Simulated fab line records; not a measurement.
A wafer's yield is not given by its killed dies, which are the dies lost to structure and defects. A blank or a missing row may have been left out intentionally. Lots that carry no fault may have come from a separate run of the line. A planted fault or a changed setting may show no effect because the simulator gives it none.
fab line records -- flow n5_finfet
[record] lots = 7, wafers = 21
route steps=1938 shown HKMG_FIN@391 GATE_CUT@510 MOL_CONTACT_COAG@535 BEOL_M0_SAQP@646 BEOL_M1@770 BEOL_M2@846
start_h: hours from the record's first day to the start of the lot's first wafer shown -- wait_h: how many hours have passed since the lot's step before this one -- " same as the row above -- L1.1+2: one row covering several wafers at once -- - either no value or no given start -- * or withheld: withheld -- < > ~ a bound
route shown NAME@n: names a module that has steps shown in the file, with the first one's number in the route -- usual: the fault-free wafers' mean and standard deviation -- same: alike in all rows -- chamber/n: place in a boat -- sites: per-site readings -- _std_site: standard deviation across them -- _edge_site: mean of outer sites minus mean of inner sites -- radius_mm: for every site, how far away it sits from the centre of the wafer -- mask NAME#n: copy n -- behind: the most recent tool/chamber to have shaped the wafer -- hold: the reason the lot was held/the length of the hold in hours/how it ended -- device: the transistor (n, p or np) that didn't switch -- end of line: tests run on the same wafers once the route is complete -- a step with no rows: only its recipe -- killed: at the first sort, the dies lost to defects and structure; wafer yield is something else -- map: shows each die of a wafer: x if killed, . if not, _ if none is there
set.NAME: setting as actually run; set.NAME@STEP: the setting as run at that earlier step -- model.NAME: the simulator's own value behind a step, which no gauge read
lots with deliberately changed settings; one table per step, one row per wafer
[[steps]]
[step N5_HKMG_FIN_COAT_42]
[recipe] resist = SiARC, temp_c = 220, time_s = 60, spin_rpm = 1500, resist_thk_nm = 35
lot.wafer,tool,chamber,start_h,wait_h,set.spin_rpm,model.SiARC_of_HKMG_FIN_COAT_42.thk_nm
L080.1+2,litho_track-05,0,-,-,1500,35.2
L080.6,litho_track-05,0,-,-,1500,35
L081.2,litho_track-01,0,-,-,1500,35
L081.5+6,litho_track-01,0,-,-,1405,36.2
L083.1+6,litho_track-02,0,-,-,1660,33.4
L083.2,litho_track-02,0,-,-,1500,35.2
L087.2+5+6,litho_track-02,0,-,-,1500,35
L089.1+3,litho_track-02,0,-,-,1500,35
L089.4,litho_track-02,0,-,-,1500,34.8
L092.1,litho_track-01,0,-,-,1607,33.8
L092.3,litho_track-01,0,-,-,1607,34
L092.5,litho_track-01,0,-,-,1500,35
L096.1+6,litho_track-02,0,-,-,1555,34.4
L096.3,litho_track-02,0,-,-,1500,35
[step N5_HKMG_FIN_COAT_43]
[recipe] resist = CAR-ArF, spin_rpm = 1500, resist_thk_nm = 90
[step N5_HKMG_FIN_EBR_45]
[recipe] solvent = PGMEA, ebr_width_mm = 1.5
[step N5_HKMG_FIN_DESCUM_53]
[recipe] chemistry = O2, time_s = 7.9, source_power_w = 50, bias_power_w = 20, pressure_mtorr = 20, rf_frequency_hz = 2.712e+07, temp_c = 40, resist = CAR-ArF, o2_flow_sccm = 225
[step N5_HKMG_FIN_ETCH_54]
[recipe] chemistry = CF4, target = SiARC, target_depth_a = 455, mask_material = CAR-ArF, time_s = 75.8, ion_energy_ev = 80, pressure_mtorr = 40, source_w = 545, bias_w = 36, Ar_flow_sccm = 100, cf4_flow_sccm = 100, ends = cleared
lot.wafer,tool,chamber,start_h,wait_h,set.spin_rpm@HKMG_FIN_COAT_42,model.etch.depth_nm,model.CAR-ArF_of_HKMG_FIN_COAT_43.thk_nm
L080.1,rie_diel-04,0,113.86,0.0,1500,35.12,50.6
L080.2,rie_diel-04,1,113.86,0.0,1500,35.17,50.8
L080.6,rie_diel-04,2,113.86,0.0,1500,35.07,51
L081.2,rie_diel-04,1,118.55,0.0,1500,34.96,50.6
L081.5,rie_diel-04,2,118.55,0.0,1405,36.16,49.6
L081.6,rie_diel-04,3,118.55,0.0,1405,36.14,49.8
L083.1,rie_diel-04,2,129.86,0.0,1660,33.4,52.2
L083.2,rie_diel-04,3,129.86,0.0,1500,35.12,50.8
L083.6,rie_diel-04,1,129.86,0.0,1660,33.46,52
L087.2,rie_diel-04,2,150.08,0.0,1500,35.02,51.2
L087.5,rie_diel-04,3,150.08,0.0,1500,34.97,50.8
L087.6,rie_diel-04,0,150.08,0.0,1500,35.08,51
L089.1,rie_diel-03,2,171.71,0.0,1500,35.04,51
L089.3,rie_diel-03,1,171.71,0.0,1500,34.9,51.4
L089.4,rie_diel-03,0,171.71,0.0,1500,34.9,51.2
L092.1,rie_diel-01,1,180.16,0.0,1607,33.76,52.2
L092.3,rie_diel-01,2,180.16,0.0,1607,33.96,52.6
L092.5,rie_diel-01,3,180.16,0.0,1500,35.05,51.4
L096.1,rie_diel-01,0,203.65,0.0,1555,34.42,51
L096.3,rie_diel-01,2,203.65,0.0,1500,35.04,50.6
L096.6,rie_diel-01,0,203.65,0.0,1555,34.37,51.6
[step N5_HKMG_FIN_ETCH_55]
[recipe] chemistry = N2/H2, target = SOC, target_depth_a = 2400, temp_c = 40, time_s = 300, ion_energy_ev = 200, mask_material = SiARC, pressure_mtorr = 30, source_w = 840, bias_w = 150, n2_flow_sccm = 200, h2_flow_sccm = 200
lot.wafer,tool,chamber,start_h,wait_h,set.time_s,model.HKMG_FIN.feature_depth_nm,model.etch.depth_nm,model.SiARC_of_HKMG_FIN_COAT_42.thk_nm
L080.1,rie_diel-04,0,113.91,0.0,300,238.8,238.9,21.6
L080.2,rie_diel-04,1,113.91,0.0,300,233.4,233.5,21.6
L080.6,rie_diel-04,2,113.91,0.0,360,290.6,290.6,18
L081.2,rie_diel-04,1,118.60,0.0,300,237,237,21.2
L081.5,rie_diel-04,2,118.60,0.0,300,243.6,243.7,21.8
L081.6,rie_diel-04,3,118.60,0.0,249.1,200.2,200.2,24.4
L083.1,rie_diel-04,2,129.91,0.0,257.4,206,206.1,21.2
L083.2,rie_diel-04,3,129.91,0.0,300,234.6,234.6,21.4
L083.6,rie_diel-04,1,129.91,0.0,257.4,199.4,199.5,21.8
L087.2,rie_diel-04,2,150.13,0.0,300,239.8,239.9,21
L087.5,rie_diel-04,3,150.13,0.0,300,234.2,234.2,21.4
L087.6,rie_diel-04,0,150.13,0.0,300,239,239.1,21.6
L089.1,rie_diel-03,2,171.77,0.0,247.5,193,193,23.8
L089.3,rie_diel-03,1,171.77,0.0,247.5,195.4,195.5,23.4
L089.4,rie_diel-03,0,171.77,0.0,247.5,197.8,197.8,23.2
L092.1,rie_diel-01,1,180.22,0.0,259.6,207,207,21.8
L092.3,rie_diel-01,2,180.22,0.0,300,240.4,240.4,20.4
L092.5,rie_diel-01,3,180.22,0.0,300,238,238,21.2
L096.1,rie_diel-01,0,203.70,0.0,300,236.8,236.7,20.8
L096.3,rie_diel-01,2,203.70,0.0,300,239.6,239.5,21.4
L096.6,rie_diel-01,0,203.70,0.0,262.8,209.6,209.6,22.4
[step N5_GATE_CUT_ALD_22]
[recipe] material = SiNx, target_thk_a = 160, temp_c = 400, ald_precursor_family = SiH2I2, ald_co_reactant = N2/H2-plasma, pulse_time_s = 1, ald_cycles = 320, purge_time_s = 2, co_reactant_purge_time_s = 2, pressure_torr = 2
lot.wafer,tool,chamber,start_h,wait_h,set.ald_cycles,model.SiNx_of_GATE_CUT_ALD_22.thk_nm
L080.1+2,ald_sin-01,"1,2",126.88,0.0,320,16
L080.6,ald_sin-01,2,126.88,0.0,275,13.8
L081.2,ald_sin-01,0,131.10,0.0,355,17.8
L081.5+6,ald_sin-01,"1,2",131.10,0.0,320,16
L083.1+2,ald_sin-04,"0,1",142.26,0.0,320,16
L083.6,ald_sin-04,0,142.26,0.0,320,16.2
L087.2+5+6,ald_sin-02,"2,3,0",162.62,0.0,320,16
L089.1+3,ald_sin-01,"2,3",184.13,0.0,320,15.8
L089.4,ald_sin-01,0,184.13,0.0,358,17.8
L092.1+5,ald_sin-04,2,192.55,0.0,269,13.4
L092.3,ald_sin-04,1,192.55,0.0,320,16
L096.1+3+6,ald_sin-01,"0,3,3",217.19,0.0,304,15.2
[step N5_GATE_CUT_CMP_23]
[recipe] stop_on = SiO2, t_overpolish_s = 23.4, post_cmp_clean = alkaline_brush, down_force_psi = 2.5, platen_rpm = 51.8, pad_velocity_m_s = 1.0307, target_thk_nm = 16
lot.wafer,tool,chamber,start_h,wait_h,set.ald_cycles@GATE_CUT_ALD_22,model.SiNx_of_GATE_CUT_ALD_22.thk_nm
L080.2+1,cmp-01,"3,0",128.37,0.8,320,16
L080.6,cmp-01,3,128.37,0.8,275,13.8
L081.2,cmp-04,3,132.66,0.8,355,13.8
L081.5+6,cmp-04,"1,2",132.66,0.8,320,16
L083.2+1,cmp-04,"2,0",143.75,0.8,320,16
L083.6,cmp-04,3,143.75,0.8,320,16.2
L087.2+5+6,cmp-01,"1,3,0",164.19,0.8,320,16
L089.1+3,cmp-01,"1,2",185.62,0.8,320,15.8
L089.4,cmp-01,3,185.62,0.8,358,15.2
L092.3,cmp-01,1,194.25,1.0,320,16
L092.1+5,cmp-01,"0,1",194.25,1.0,269,13.4
L096.1+3+6,cmp-02,"2,3,1",218.71,0.8,304,15.2
[step N5_MOL_CONTACT_COAG_CONTACT_ETCH_14]
[recipe] chemistry = C4F6/O2, target = SiO2, target_depth_a = 275, overetch_a = 85, mask_material = SOC, pressure_mtorr = 30, source_w = 370, bias_w = 185, Ar_flow_sccm = 300, C4F6_flow_sccm = 16, O2_flow_sccm = 10, time_s = 20, ion_energy_ev = 259.6
[usual] rf_vpp_V = 693/3.4
lot.wafer,tool,chamber,start_h,wait_h,set.source_w,rf_vpp_V
L080.1,rie_diel-01,3,130.01,0.0,370,693
L080.2,rie_diel-01,2,130.01,0.0,370,686
L080.6,rie_diel-01,0,130.01,0.0,370,690
L081.2,rie_diel-01,2,134.26,0.0,314.7,722
L081.5,rie_diel-01,2,134.26,0.0,314.7,722
L081.6,rie_diel-01,1,134.26,0.0,370,688
L083.1,rie_diel-04,2,145.39,0.0,370,688
L083.2,rie_diel-04,1,145.39,0.0,370,693
L083.6,rie_diel-04,0,145.39,0.0,433.6,657
L087.2,rie_diel-04,1,166.18,0.0,370,692
L087.5,rie_diel-04,2,166.18,0.0,370,690
L087.6,rie_diel-04,3,166.18,0.0,370,695
L089.1,rie_diel-04,0,187.28,0.0,434.7,655
L089.3,rie_diel-04,1,187.28,0.0,370,692
L089.4,rie_diel-04,2,187.28,0.0,370,691
L092.1,rie_diel-03,2,195.89,0.0,370,693
L092.3,rie_diel-03,3,195.89,0.0,339.6,708
L092.5,rie_diel-03,0,195.89,0.0,370,698
L096.1,rie_diel-01,1,220.73,0.0,370,687
L096.3,rie_diel-01,3,220.73,0.0,310,735
L096.6,rie_diel-01,2,220.73,0.0,370,699
[step N5_MOL_CONTACT_COAG_ETCH_91]
[recipe] chemistry = N2/H2, target = SOC, target_depth_a = 600, overetch_a = 210, mask_material = SiARC, temp_c = 40, time_s = 101.2, ion_energy_ev = 200, pressure_mtorr = 30, source_w = 840, bias_w = 150, n2_flow_sccm = 200, h2_flow_sccm = 200
[usual] rf_vpp_V = 523.6/2.5
lot.wafer,tool,chamber,start_h,wait_h,set.source_w,rf_vpp_V
L080.1,rie_diel-01,0,139.30,0.0,976.1,496.5
L080.2,rie_diel-01,1,139.30,0.0,840,520.9
L080.6,rie_diel-01,2,139.30,0.0,840,520.0
L081.2,rie_diel-01,1,146.11,0.0,840,520.8
L081.5,rie_diel-01,0,146.11,0.0,798.9,530.7
L081.6,rie_diel-01,1,146.11,0.0,840,520.6
L083.1,rie_diel-04,2,156.06,0.0,752.7,540.4
L083.2,rie_diel-04,0,156.06,0.0,752.7,547.2
L083.6,rie_diel-04,1,156.06,0.0,752.7,544.5
L087.2,rie_diel-04,2,175.51,0.0,840,521.1
L087.5,rie_diel-04,2,175.51,0.0,840,521.2
L087.6,rie_diel-04,1,175.51,0.0,840,522.8
L089.1,rie_diel-04,3,199.90,0.0,840,525.3
L089.3,rie_diel-04,2,199.90,0.0,840,521.5
L089.4,rie_diel-04,1,199.90,0.0,840,523.7
L092.1,rie_diel-04,3,205.75,0.0,917.5,510.4
L092.3,rie_diel-04,1,205.75,0.0,917.5,509.1
L092.5,rie_diel-04,2,205.75,0.0,840,520.3
L096.1,rie_diel-03,0,229.74,0.0,840,528.4
L096.3,rie_diel-03,2,229.74,0.0,840,524.4
L096.6,rie_diel-03,0,229.74,0.0,753.3,546.8
[step N5_MOL_CONTACT_COAG_ETCHBACK_135]
[recipe] chemistry = CHF3, target = SiO2, target_depth_a = 250, time_s = 16.7, ion_energy_ev = 200, pressure_mtorr = 30, source_w = 610, bias_w = 170, Ar_flow_sccm = 200, CHF3_flow_sccm = 50
lot.wafer,tool,chamber,start_h,wait_h,set.time_s,model.SOC_of_MOL_CONTACT_COAG_COAT_75.thk_nm
L080.1+6,rie_diel-01,"0,2",139.39,0.0,16.7,57.4
L080.2,rie_diel-01,1,139.39,0.0,20.31,56.8
L081.2+5,rie_diel-01,"2,3",146.20,0.0,16.7,57.4
L081.6,rie_diel-01,2,146.20,0.0,13.12,58
L083.1+2,rie_diel-04,"2,0",156.15,0.0,16.7,57.4
L083.6,rie_diel-04,1,156.15,0.0,16.7,57.6
L087.2+6,rie_diel-04,"2,1",175.60,0.0,16.7,57.4
L087.5,rie_diel-04,2,175.60,0.0,16.7,57.2
L089.1+4,rie_diel-04,"3,1",199.99,0.0,16.7,57.6
L089.3,rie_diel-04,2,199.99,0.0,18.25,57.2
L092.1+3,rie_diel-04,"3,1",205.84,0.0,16.7,57.8
L092.5,rie_diel-04,2,205.84,0.0,16.7,57.4
L096.1,rie_diel-03,0,229.83,0.0,16.7,57.2
L096.3+6,rie_diel-03,"2,0",229.83,0.0,19.04,56.8
[step N5_BEOL_M0_SAQP_EXPOSE_11]
[recipe] mask_id = M0_CORE, na = 1.35, source_shape = dipole, sigma_inner = 0.538, sigma_outer = 0.738, polarization = te, target_cd_nm = 42, dose_mj = 55
lot.wafer,tool,chamber,start_h,wait_h,mask,set.dose_mj
L080.1,arfi_scanner-02,0,146.55,-,M0_CORE#0,55
L080.2+6,arfi_scanner-02,0,146.55,-,M0_CORE#0,56.27
L081.2,arfi_scanner-02,0,153.45,-,M0_CORE#0,55
L081.5+6,arfi_scanner-02,0,153.45,-,M0_CORE#0,52.35
L083.1+6,arfi_scanner-02,0,164.56,-,M0_CORE#0,50.88
L083.2,arfi_scanner-02,0,164.56,-,M0_CORE#0,55
L087.2+5+6,arfi_scanner-02,0,183.91,-,M0_CORE#0,55
L089.1+3,arfi_scanner-02,0,208.45,-,M0_CORE#0,55
L089.4,arfi_scanner-02,0,208.45,-,M0_CORE#0,52.54
L092.1,arfi_scanner-01,0,214.02,-,M0_CORE#0,55
L092.3+5,arfi_scanner-01,0,214.02,-,M0_CORE#0,53.93
L096.1+6,arfi_scanner-03,0,239.97,-,M0_CORE#0,58.25
L096.3,arfi_scanner-03,0,239.97,-,M0_CORE#0,55
[step N5_BEOL_M0_SAQP_DEVELOP_13]
[recipe] develop_time_s = 30, developer = TMAH, resist = CAR-ArF, dev_temp_c = 23, rinse_liquid = diw, dry = air_spin
lot.wafer,tool,chamber,start_h,wait_h,set.develop_time_s
L080.1+2,litho_track-03,0,-,-,30
L080.6,litho_track-03,0,-,-,26.79
L081.2+5,litho_track-03,0,-,-,30
L081.6,litho_track-03,0,-,-,35.19
L083.1+2,litho_track-02,0,-,-,30
L083.6,litho_track-02,0,-,-,25.37
L087.2+5+6,litho_track-03,0,-,-,30
L089.1,litho_track-02,0,-,-,32.12
L089.3+4,litho_track-02,0,-,-,30
L092.1+3+5,litho_track-03,0,-,-,25.97
L096.1+6,litho_track-01,0,-,-,25.5
L096.3,litho_track-01,0,-,-,30
[step N5_BEOL_M0_SAQP_CD_MEAS_14]
[recipe] target_cd_nm = 42.5, landing_energy_ev = 500, detector = se_inlens
[usual] cd_nm = 42.5/0.33
lot.wafer,tool,chamber,start_h,wait_h,set.dose_mj@BEOL_M0_SAQP_EXPOSE_11,cd_nm
L080.1,cd_sem-02,0,146.68,-,55,42.5
L080.2,cd_sem-02,0,146.68,-,56.27,41.9
L080.6,cd_sem-02,0,146.68,-,56.27,41.8
L081.2,cd_sem-01,0,153.57,-,55,43.1
L081.5,cd_sem-01,0,153.57,-,52.35,44.5
L081.6,cd_sem-01,0,153.57,-,52.35,43.9
L083.1,cd_sem-03,0,164.69,-,50.88,44.5
L083.2,cd_sem-03,0,164.69,-,55,42.0
L083.6,cd_sem-03,0,164.69,-,50.88,45.2
L087.2,cd_sem-03,0,184.03,-,55,42.7
L087.5,cd_sem-03,0,184.03,-,55,42.4
L087.6,cd_sem-03,0,184.03,-,55,42.4
L089.1,cd_sem-03,0,208.58,-,55,41.9
L089.3,cd_sem-03,0,208.58,-,55,42.2
L089.4,cd_sem-03,0,208.58,-,52.54,43.8
L092.1,cd_sem-03,0,214.15,-,55,42.2
L092.3,cd_sem-03,0,214.15,-,53.93,43.3
L092.5,cd_sem-03,0,214.15,-,53.93,43.5
L096.1,cd_sem-03,0,240.09,-,58.25,41.2
L096.3,cd_sem-03,0,240.09,-,55,42.9
L096.6,cd_sem-03,0,240.09,-,58.25,41.4
[step N5_BEOL_M1_ETCH_64]
[recipe] chemistry = N2/H2, target = SOC, target_depth_a = 750, overetch_a = 150, mask_material = SiARC, temp_c = 40, time_s = 112.5, ion_energy_ev = 200, pressure_mtorr = 30, source_w = 840, bias_w = 150, n2_flow_sccm = 200, h2_flow_sccm = 200
[usual] rf_vpp_V = 524.4/2.5
lot.wafer,tool,chamber,start_h,wait_h,set.source_w,rf_vpp_V
L080.1,rie_diel-06,3,162.10,0.0,840,520.0
L080.2,rie_diel-06,2,162.10,0.0,840,523.7
L080.6,rie_diel-06,2,162.10,0.0,733.2,546.6
L081.2,rie_diel-02,3,168.28,0.0,840,525.3
L081.5,rie_diel-02,1,168.28,0.0,840,527.4
L081.6,rie_diel-02,2,168.28,0.0,724.2,551.4
L083.1,rie_diel-02,1,177.75,0.0,788.5,536.9
L083.2,rie_diel-02,0,177.75,0.0,840,525.4
L083.6,rie_diel-02,1,177.75,0.0,788.5,536.2
L087.2,rie_diel-02,2,202.05,0.0,840,525.9
L087.5,rie_diel-02,0,202.05,0.0,840,524.8
L087.6,rie_diel-02,1,202.05,0.0,840,524.0
L089.1,rie_diel-05,1,224.34,0.0,840,526.9
L089.3,rie_diel-05,3,224.34,0.0,840,526.1
L089.4,rie_diel-05,2,224.34,0.0,840,521.5
L092.1,rie_diel-05,0,230.09,0.0,840,525.8
L092.3,rie_diel-05,1,230.09,0.0,840,526.2
L092.5,rie_diel-05,2,230.09,0.0,840,521.5
L096.1,rie_diel-05,3,258.56,0.0,926.1,507.4
L096.3,rie_diel-05,2,258.56,0.0,840,521.8
L096.6,rie_diel-05,2,258.56,0.0,840,521.8
[step N5_BEOL_M2_COAT_62]
[recipe] resist = SiARC, temp_c = 220, time_s = 60, spin_rpm = 1500, resist_thk_nm = 12
lot.wafer,tool,chamber,start_h,wait_h,set.spin_rpm,model.SiARC_of_BEOL_M2_COAT_62.thk_nm
L080.1,litho_track-03,0,-,-,1642,11.4
L080.2+6,litho_track-03,0,-,-,1500,12
L081.2,litho_track-04,0,-,-,1370,12.4
L081.5+6,litho_track-04,0,-,-,1500,12
L083.1+2+6,litho_track-03,0,-,-,1500,12
L087.2+5+6,litho_track-04,0,-,-,1500,12
L089.1+3+4,litho_track-04,0,-,-,1500,12
L092.1+5,litho_track-02,0,-,-,1338,12.8
L092.3,litho_track-02,0,-,-,1500,12
L096.1+3,litho_track-04,0,-,-,1662,11.4
L096.6,litho_track-04,0,-,-,1500,12
[step N5_BEOL_M2_EXPOSE_08]
[recipe] mask_id = M2, na = 0.33, source_shape = dipole, sigma_inner = 0.369, sigma_outer = 0.767, polarization = unpolarized, dose_mj = 41.25
lot.wafer,tool,chamber,start_h,wait_h,mask,set.dose_mj
L080.1+6,euv_scanner-02,0,168.96,-,M2#0,39.51
L080.2,euv_scanner-02,0,168.96,-,M2#0,41.25
L081.2+5+6,euv_scanner-02,0,194.37,-,M2#0,40.29
L083.1+2+6,euv_scanner-01,0,195.67,-,M2#0,41.25
L087.2+5+6,euv_scanner-02,0,208.76,-,M2#0,41.25
L089.1+3,euv_scanner-02,0,231.34,-,M2#0,42.04
L089.4,euv_scanner-02,0,231.34,-,M2#0,41.25
L092.1+3+5,euv_scanner-01,0,245.24,-,M2#0,41.25
L096.1,euv_scanner-01,0,267.24,-,M2#0,41.25
L096.3+6,euv_scanner-01,0,267.24,-,M2#0,39.85
[step N5_BEOL_M2_PEB_09]
[recipe] peb_temp_c = 100, peb_time_s = 60, resist = CAR-EUV
[step N5_BEOL_M2_DEVELOP_10]
[recipe] develop_time_s = 30, developer = TMAH, resist = CAR-EUV, rinse_liquid = surfactant_rinse, dry = air_spin, dev_temp_c = 23
[step N5_BEOL_M2_DESCUM_16]
[recipe] chemistry = O2, time_s = 7, source_power_w = 50, bias_power_w = 20, pressure_mtorr = 20, rf_frequency_hz = 2.712e+07, temp_c = 40, resist = CAR-EUV, o2_flow_sccm = 225
[step N5_BEOL_M2_ETCH_74]
[recipe] chemistry = N2/H2, target = underlayer, target_depth_a = 65, mask_material = CAR-EUV, time_s = 5.2, ion_energy_ev = 200, pressure_mtorr = 30, source_w = 840, bias_w = 150, n2_flow_sccm = 200, h2_flow_sccm = 200, ends = cleared
lot.wafer,tool,chamber,start_h,wait_h,set.dose_mj@BEOL_M2_EXPOSE_08,model.BEOL_M2.cd_offset_nm
L080.1,rie_diel-03,3,169.25,0.0,39.51,-0.8
L080.2,rie_diel-03,1,169.25,0.0,41.25,-0.2
L080.6,rie_diel-03,1,169.25,0.0,39.51,-1
L081.2+5+6,rie_diel-04,"1,2,1",194.97,0.0,40.29,-0.2
L083.1+6,rie_diel-04,2,195.98,0.0,41.25,-0.2
L083.2,rie_diel-04,1,195.98,0.0,41.25,0
L087.2,rie_diel-03,2,209.19,0.0,41.25,0.2
L087.5+6,rie_diel-03,"3,2",209.19,0.0,41.25,0
L089.1,rie_diel-04,3,231.63,0.0,42.04,0.4
L089.3,rie_diel-04,1,231.63,0.0,42.04,0.2
L089.4,rie_diel-04,0,231.63,0.0,41.25,-0.2
L092.1,rie_diel-03,0,246.01,0.0,41.25,-0.4
L092.3+5,rie_diel-03,1,246.01,0.0,41.25,-0.2
L096.1,rie_diel-03,0,267.53,0.0,41.25,0.2
L096.3,rie_diel-03,3,267.53,0.0,39.85,-0.8
L096.6,rie_diel-03,1,267.53,0.0,39.85,-0.6
[step N5_BEOL_M2_ETCH_63]
[recipe] chemistry = CF4, target = SiARC, target_depth_a = 156, mask_material = CAR-EUV, time_s = 26, ion_energy_ev = 80, pressure_mtorr = 40, source_w = 545, bias_w = 36, Ar_flow_sccm = 100, cf4_flow_sccm = 100, ends = cleared
lot.wafer,tool,chamber,start_h,wait_h,set.spin_rpm@BEOL_M2_COAT_62,set.dose_mj@BEOL_M2_EXPOSE_08,model.BEOL_M2.cd_offset_nm,model.etch.depth_nm
L080.1,rie_diel-03,3,169.26,0.0,1642,39.51,-0.8,11.46
L080.2,rie_diel-03,1,169.26,0.0,1500,41.25,-0.2,11.98
L080.6,rie_diel-03,1,169.26,0.0,1500,39.51,-0.8,11.99
L081.2,rie_diel-04,1,195.00,0.0,1370,40.29,-0.2,12.49
L081.5+6,rie_diel-04,"2,1",195.00,0.0,1500,40.29,-0.2,11.96
L083.1,rie_diel-04,2,196.01,0.0,1500,41.25,-0.4,12.03
L083.2,rie_diel-04,1,196.01,0.0,1500,41.25,-0.2,12.05
L083.6,rie_diel-04,2,196.01,0.0,1500,41.25,-0.4,12.07
L087.2,rie_diel-03,2,209.20,0.0,1500,41.25,0.2,12.04
L087.5,rie_diel-03,3,209.20,0.0,1500,41.25,0,12.02
L087.6,rie_diel-03,2,209.20,0.0,1500,41.25,0,12.04
L089.1,rie_diel-04,3,231.65,0.0,1500,42.04,0.2,11.98
L089.3,rie_diel-04,1,231.65,0.0,1500,42.04,0,11.93
L089.4,rie_diel-04,0,231.65,0.0,1500,41.25,-0.4,11.95
L092.1,rie_diel-03,0,246.02,0.0,1338,41.25,-0.4,12.73
L092.3,rie_diel-03,1,246.02,0.0,1500,41.25,-0.2,12.01
L092.5,rie_diel-03,1,246.02,0.0,1338,41.25,0,12.8
L096.1,rie_diel-03,0,267.55,0.0,1662,41.25,0.2,11.33
L096.3,rie_diel-03,3,267.55,0.0,1662,39.85,-0.8,11.38
L096.6,rie_diel-03,1,267.55,0.0,1500,39.85,-0.4,11.95
[step N5_BEOL_M2_ETCH_64]
[recipe] chemistry = N2/H2, target = SOC, target_depth_a = 750, overetch_a = 225, mask_material = SiARC, temp_c = 40, time_s = 121.9, ion_energy_ev = 200, pressure_mtorr = 30, source_w = 840, bias_w = 150, n2_flow_sccm = 200, h2_flow_sccm = 200
lot.wafer,tool,chamber,start_h,wait_h,set.dose_mj@BEOL_M2_EXPOSE_08,model.BEOL_M2.cd_offset_nm
L080.1,rie_diel-03,3,169.29,0.0,39.51,-0.8
L080.2,rie_diel-03,1,169.29,0.0,41.25,-0.4
L080.6,rie_diel-03,1,169.29,0.0,39.51,-1.2
L081.2+5+6,rie_diel-04,"1,2,1",195.04,0.0,40.29,-0.2
L083.1,rie_diel-04,2,196.05,0.0,41.25,-0.4
L083.2+6,rie_diel-04,"1,2",196.05,0.0,41.25,-0.2
L087.2,rie_diel-03,2,209.23,0.0,41.25,0.2
L087.5+6,rie_diel-03,"3,2",209.23,0.0,41.25,0
L089.1,rie_diel-04,3,231.68,0.0,42.04,0.2
L089.3,rie_diel-04,1,231.68,0.0,42.04,0
L089.4,rie_diel-04,0,231.68,0.0,41.25,-0.2
L092.1,rie_diel-03,0,246.05,0.0,41.25,-0.4
L092.3+5,rie_diel-03,1,246.05,0.0,41.25,-0.2
L096.1,rie_diel-03,0,267.58,0.0,41.25,0
L096.3,rie_diel-03,3,267.58,0.0,39.85,-0.8
L096.6,rie_diel-03,1,267.58,0.0,39.85,-0.6
[[key]]
[split] step = N5_HKMG_FIN_COAT_42, setting = spin_rpm, stated = 1500, by = wafer
[response] step = N5_HKMG_FIN_COAT_42, reading = model.SiARC_of_HKMG_FIN_COAT_42.thk_nm, change = -0.169, per = 1%, r = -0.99
[response] step = N5_HKMG_FIN_ETCH_54, reading = model.etch.depth_nm, change = -0.167, per = 1%, r = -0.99
[response] step = N5_HKMG_FIN_ETCH_54, reading = model.CAR-ArF_of_HKMG_FIN_COAT_43.thk_nm, change = +0.134, per = 1%, r = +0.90
[split] step = N5_HKMG_FIN_ETCH_55, setting = time_s, stated = 300, by = wafer
[response] step = N5_HKMG_FIN_ETCH_55, reading = model.HKMG_FIN.feature_depth_nm, change = +2.46, per = 1%, r = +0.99
[response] step = N5_HKMG_FIN_ETCH_55, reading = model.etch.depth_nm, change = +2.46, per = 1%, r = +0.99
[response] step = N5_HKMG_FIN_ETCH_55, reading = model.SiARC_of_HKMG_FIN_COAT_42.thk_nm, change = -0.124, per = 1%, r = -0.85
[split] step = N5_GATE_CUT_ALD_22, setting = ald_cycles, stated = 320, by = wafer
[response] step = N5_GATE_CUT_ALD_22, reading = model.SiNx_of_GATE_CUT_ALD_22.thk_nm, change = +0.163, per = 1%, r = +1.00
[response] step = N5_GATE_CUT_CMP_23, reading = model.SiNx_of_GATE_CUT_ALD_22.thk_nm, shape = bent, at_lowest = 13.4, at_stated = 15.98, at_highest = 15.2
[split] step = N5_MOL_CONTACT_COAG_CONTACT_ETCH_14, setting = source_w, stated = 370, by = wafer
[response] step = N5_MOL_CONTACT_COAG_CONTACT_ETCH_14, reading = rf_vpp_V, change = -2.15, per = 1%, r = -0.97
[split] step = N5_MOL_CONTACT_COAG_ETCH_91, setting = source_w, stated = 840, by = wafer
[response] step = N5_MOL_CONTACT_COAG_ETCH_91, reading = rf_vpp_V, change = -1.56, per = 1%, r = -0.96
[split] step = N5_MOL_CONTACT_COAG_ETCHBACK_135, setting = time_s, stated = 16.7, by = wafer
[response] step = N5_MOL_CONTACT_COAG_ETCHBACK_135, reading = model.SOC_of_MOL_CONTACT_COAG_COAT_75.thk_nm, change = -0.0291, per = 1%, r = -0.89
[split] step = N5_BEOL_M0_SAQP_EXPOSE_11, setting = dose_mj, stated = 55, by = wafer
[response] step = N5_BEOL_M0_SAQP_CD_MEAS_14, reading = cd_nm, change = -0.331, per = 1%, r = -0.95
[split] step = N5_BEOL_M0_SAQP_DEVELOP_13, setting = develop_time_s, stated = 30, by = wafer
response none clear
[split] step = N5_BEOL_M1_ETCH_64, setting = source_w, stated = 840, by = wafer
[response] step = N5_BEOL_M1_ETCH_64, reading = rf_vpp_V, change = -1.77, per = 1%, r = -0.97
[split] step = N5_BEOL_M2_COAT_62, setting = spin_rpm, stated = 1500, by = wafer
[response] step = N5_BEOL_M2_COAT_62, reading = model.SiARC_of_BEOL_M2_COAT_62.thk_nm, change = -0.061, per = 1%, r = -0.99
[response] step = N5_BEOL_M2_ETCH_63, reading = model.etch.depth_nm, change = -0.061, per = 1%, r = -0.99
[split] step = N5_BEOL_M2_EXPOSE_08, setting = dose_mj, stated = 41.25, by = wafer
[response] step = N5_BEOL_M2_ETCH_74, reading = model.BEOL_M2.cd_offset_nm, change = +0.211, per = 1%, r = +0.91
[response] step = N5_BEOL_M2_ETCH_63, reading = model.BEOL_M2.cd_offset_nm, change = +0.188, per = 1%, r = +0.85
[response] step = N5_BEOL_M2_ETCH_64, reading = model.BEOL_M2.cd_offset_nm, change = +0.166, per = 1%, r = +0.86
